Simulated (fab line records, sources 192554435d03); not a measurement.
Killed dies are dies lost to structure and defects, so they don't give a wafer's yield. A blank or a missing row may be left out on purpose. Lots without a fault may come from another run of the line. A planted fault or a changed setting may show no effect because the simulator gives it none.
Which tool did it? | flow n5_finfet | 12 lots, 36 wafers sampled, at 2 steps of a route of 1938

WHAT THE GAUGES READ, wafer by wafer
N5_DUMMY_REMOVAL_INSPECT_06: inspects for defects (brightfield).
lot  | measured    | on                | raw_defect_count
L075 | day 4 03:40 | defect_inspect-02 | 6 19 13
L077 | day 4 16:07 | defect_inspect-01 | 3 9 7
L079 | day 5 06:59 | defect_inspect-01 | 15 19 13
L081 | day 5 17:04 | defect_inspect-01 | 7 9 6
L083 | day 6 07:05 | defect_inspect-02 | 19 9 11
L085 | day 6 17:14 | defect_inspect-01 | 9 5 20
L087 | day 7 03:22 | defect_inspect-01 | 17 14 31
L089 | day 7 15:47 | defect_inspect-02 | 8 5 8
L091 | day 8 04:45 | defect_inspect-02 | 20 32 13
L093 | day 8 19:09 | defect_inspect-02 | 10 7 7
L095 | day 9 02:47 | defect_inspect-02 | 8 13 6
L097 | day 9 23:04 | defect_inspect-02 | 6 2 10

WHICH TOOL RAN EACH LOT (tool, then ch and the chambers of the sampled wafers, then the start)
lot  | N5_SDB_ALD_29
L075 | ald_sin-02 ch 1,2, day 4 00:22
L077 | ald_sin-04 ch 0,1,3, day 4 12:49
L079 | ald_sin-01 ch 0,2,3, day 5 03:42
L081 | ald_sin-02 ch 0,1,3, day 5 13:47
L083 | ald_sin-01 ch 0,2,3, day 6 03:48
L085 | ald_sin-02 ch 0,1,2, day 6 13:54
L087 | ald_sin-01 ch 0,1,2, day 7 00:02
L089 | ald_sin-04 ch 0,3, day 7 12:28
L091 | ald_sin-01 ch 1,2,3, day 8 01:28
L093 | ald_sin-01 ch 0,1,2, day 8 15:52
L095 | ald_sin-02 ch 0,2,3, day 8 23:29
L097 | ald_sin-04 ch 0,3, day 9 19:47
- N5_SDB_ALD_29: deposits SiNx, target thk 30 nm, pulse time 1 s, ald cycles 600.

THE ANSWER, worked out from the rows above alone
Rule: what is usual is taken from the lots themselves. Put in order of their means at a reading, lots are off if they are a third of the lots or fewer, leave a main group of 4 or more, and stand apart from it by a gap of 3 or more times the standard deviation of the main group's means; of several such gaps the widest counts. A main group whose means are all the same, to the digits that the tables above print for the reading, isn't used. A lot without any number at a reading at which 4 lots or more have one is off too. The other lots that the step has rows for count as sound.
No lot is off at any reading shown: from this, nothing can be told.

WHAT THE SIMULATOR HAD PUT IN
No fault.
